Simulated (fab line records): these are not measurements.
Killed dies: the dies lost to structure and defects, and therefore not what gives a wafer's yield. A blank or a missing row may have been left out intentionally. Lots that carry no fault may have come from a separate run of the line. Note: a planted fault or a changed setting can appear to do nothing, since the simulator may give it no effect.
Matching of chambers	flow nand_harc	3 sister chambers for NHARC_A_CHANNEL_HOLE_D1_DEP_01 on pecvd-01
The step deposits SiON, target thk 140 nm. 6 wafers are shown with their chamber, then 6 later ones without.

== WAFERS, EACH WITH ITS CHAMBER ==
wafer	chamber	heater_power_w (W)	susceptor_temp_C (C)
L912.1	1	709	399.95
L912.4	0	737	399.79
L914.3	1	704	399.85
L915.3	0	872	399.70
L917.1	2	644	400.01
L917.4	2	651	400.06

== WAFERS WHOSE CHAMBER IS MISSING ==
wafer	heater_power_w (W)	susceptor_temp_C (C)
L917.6	721	400.03
L925.2	649	399.93
L926.2	661	399.96
L931.1	648	400.51
L931.3	936	400.07
L931.4	648	400.20

== EACH ONE'S CHAMBER ==
wafer	from the rows above	in truth
L917.6	can't be placed: 2 or 1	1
L925.2	can't be placed: 1 or 2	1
L926.2	can't be placed: 2 or 1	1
L931.1	2	2
L931.3	can't be placed: 1 or 2 or 0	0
L931.4	2	2
Correctly placed: 2 of 6. From these rows, 4 cannot be placed; in 4 the true chamber is one of the candidates. Wrongly placed: 0.
How it was worked out, from the rows above alone: a wafer's distance from a chamber is the root of the sum, over the readings, of the square of ((its reading less the chamber's mean) divided by the reading's scatter). If the next closest chamber is less than 2 further off than the closest, the wafer can't be placed; otherwise it belongs to the closest. Each chamber's mean is taken over the wafers shown for it. The scatter: take each reading less its chamber's mean, square it, sum over the shown wafers, divide by the number of wafers less the number of chambers, and take the root.
